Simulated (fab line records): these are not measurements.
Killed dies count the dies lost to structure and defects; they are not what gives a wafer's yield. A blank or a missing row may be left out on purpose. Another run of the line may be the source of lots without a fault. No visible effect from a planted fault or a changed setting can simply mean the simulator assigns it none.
What tool caused it? -- flow nand harc -- 13 lots with 39 wafers sampled at 5 steps, on a route of 1159 steps

## WHAT EACH GAUGE READ, for each wafer
NHARC_A_BONDPAD_CD_MEAS_09 targets a cd of 500 nm.
lot,measured,on,cd nm (nm)
L834,day 17 21:01,cd sem-02,499.0 500.2 498.6
L837,day 18 08:48,cd sem-03,503.6 502.7 499.9
L839,day 18 09:27,cd sem-01,499.3 497.9 497.8
L836,day 18 13:31,cd sem-02,498.1 501.5 502.9
L838,day 18 13:10,cd sem-03,501.2 498.1 500.3
L841,day 19 06:56,cd sem-02,499.0 501.5 502.9
L840,day 19 12:59,cd sem-01,503.8 502.2 501.7
L842,day 20 07:04,cd sem-01,500.6 503.1 503.6
L847,day 21 02:50,cd sem-03,500.4 501.7 500.6
L849,day 21 16:39,cd sem-03,499.0 500.9 499.1
L853,day 22 13:53,cd sem-02,500.6 500.2 499.1
L856,day 23 05:54,cd sem-02,503.0 502.5 500.6
L855,day 23 06:59,cd sem-03,501.3 500.3 499.0

NHARC_END_SORT_01.
lot,measured,on,killed at array,killed at other,killed at periphery,killed dies,killed open,killed short
L847,day 22 10:40,prober-01,20 96 20,0 0 0,3 1 1,23 97 21,6 3 3,2 3 0
L849,day 23 03:07,prober-01,12 10 91,4 1 4,4 4 3,20 15 98,9 2 4,1 2 2

## EACH LOT AND THE TOOL THAT RAN IT (in order: tool; ch and the chambers of the sampled wafers; start)
lot,NHARC_A_CONTACT_ETCH_125,NHARC_A_BONDPAD_STRIP_15,NHARC_THIN_TSV_DEP_47
L834,"har cap etch-01 ch 0,1, day 16 18:44","rie diel-03 ch 0,2,3, day 17 21:37","pecvd-02 ch 0,1,2, day 18 15:31"
L837,"har cap etch-03 ch 0,1, day 17 03:04","rie diel-06 ch 0,1,2, day 18 09:27","pecvd-04 ch 0,1, day 19 04:02"
L839,"har cap etch-02 ch 0,1, day 17 03:52","rie diel-06 ch 1,2,3, day 18 10:05","pecvd-03 ch 0,2, day 19 03:04"
L836,"har cap etch-03 ch 0,1, day 17 07:48","rie diel-05 ch 1,3, day 18 14:12","pecvd-02 ch 0,1,2, day 19 09:28"
L838,"har cap etch-02 ch 0, day 17 09:32","rie diel-03 ch 0,3, day 18 13:47","pecvd-04 ch 1,2, day 19 05:14"
L841,"har cap etch-01 ch 0,1, day 18 03:22","rie diel-06 ch 0,1,3, day 19 07:32","pecvd-03 ch 0,1, day 20 01:10"
L840,"har cap etch-02 ch 0,1, day 18 12:20","rie diel-03 ch 1,2,3, day 19 13:36","pecvd-02 ch 0,2, day 20 06:26"
L842,"har cap etch-02 ch 0,1, day 19 03:56","rie diel-06 ch 0,1,3, day 20 07:42","pecvd-02 ch 0,1, day 21 03:22"
L847,"har cap etch-03 ch 0,1, day 19 21:33","rie diel-06 ch 0,1, day 21 03:26","pecvd-04 ch 0,1,2, day 21 19:36"
L849,"har cap etch-03 ch 0,1, day 20 08:22","rie diel-06 ch 0,2,3, day 21 17:18","pecvd-04 ch 1,2, day 22 12:28"
L853,"har cap etch-02 ch 0, day 21 08:56","rie diel-06 ch 0,3, day 22 14:41","pecvd-02 ch 1,2, day 23 11:15"
L856,"har cap etch-01 ch 0,1, day 22 01:37","rie diel-03 ch 0,2,3, day 23 06:34","pecvd-02 ch 0,1,2, day 23 21:04"
L855,"har cap etch-01 ch 0,1, day 22 05:16","rie diel-06 ch 1,2,3, day 23 07:35","pecvd-04 ch 1,2, day 24 02:06"
- NHARC_A_CONTACT_ETCH_125: etches the open film in C4F8/O2/Ar, time 155 s, target depth 956 nm.
- NHARC_A_BONDPAD_STRIP_15: strips in O2.
- NHARC_THIN_TSV_DEP_47: deposits SiO2, target thk 200 nm.

## WHAT THE TOOLS THEMSELVES READ (means of the sampled wafers that have a number; where no wafer has one, the mark that the record gives instead)
NHARC_A_BONDPAD_STRIP_15.
lot,tool,drypump motor current A (A),oes product au (a.u.),rf vpp V (V),showerhead plenum p Torr (Torr),throttle valve pct (%)
L834,rie diel-03,5.5,0.991,57.6,3.69,17.028
L837,rie diel-06,5.5,1.000,57.8,3.38,17.044
L839,rie diel-06,5.5,1.007,58.9,3.42,17.038
L836,rie diel-05,5.5,1.006,57.1,3.43,17.033
L838,rie diel-03,5.4,0.997,57.9,3.72,17.040
L841,rie diel-06,5.4,0.995,57.2,3.49,17.033
L840,rie diel-03,5.8,0.993,57.3,3.61,17.041
L842,rie diel-06,5.4,1.006,58.7,3.49,17.043
L847,rie diel-06,5.3,0.997,57.9,3.45,17.036
L849,rie diel-06,5.7,1.003,56.9,3.49,17.032
L853,rie diel-06,5.6,0.999,57.5,3.56,17.036
L856,rie diel-03,5.6,0.992,58.3,3.67,17.032
L855,rie diel-06,5.5,0.996,58.0,3.41,17.035

NHARC_THIN_TSV_DEP_47.
lot,tool,showerhead vpp V (V),throttle valve pct (%)
L834,pecvd-02,1769,16.2
L837,pecvd-04,1784,15.4
L839,pecvd-03,1905,16.4
L836,pecvd-02,1746,16.3
L838,pecvd-04,1820,15.7
L841,pecvd-03,1808,16.6
L840,pecvd-02,1823,16.6
L842,pecvd-02,1696,16.0
L847,pecvd-04,1787,15.9
L849,pecvd-04,1808,15.9
L853,pecvd-02,1831,16.1
L856,pecvd-02,1754,16.2
L855,pecvd-04,1807,15.9

## THE ANSWER, worked out from the rows above alone
Rule: the usual values come from the lots themselves. Put in order of their means at a reading, lots are off if they are a third of the lots or fewer, leave a main group of 4 or more, and stand apart from it by a gap of 3 or more times the standard deviation of the main group's means; of several such gaps the widest counts. The tables above print the reading to a certain number of digits; a main group whose means all agree to those digits is not used. A lot without any number at a reading at which 4 lots or more have one is off too. Any other lot the step has rows for is counted as sound. First the gauges in route order, then the tools' own readings, where a lot's mean is used as printed above. The first step at which some lot is off is used, and at that step the reading that is off furthest; a lot without a number counts as furthest.
No lot is off on any of the readings shown, so nothing can be concluded from this.

## WHAT THE SIMULATOR HAD INSERTED
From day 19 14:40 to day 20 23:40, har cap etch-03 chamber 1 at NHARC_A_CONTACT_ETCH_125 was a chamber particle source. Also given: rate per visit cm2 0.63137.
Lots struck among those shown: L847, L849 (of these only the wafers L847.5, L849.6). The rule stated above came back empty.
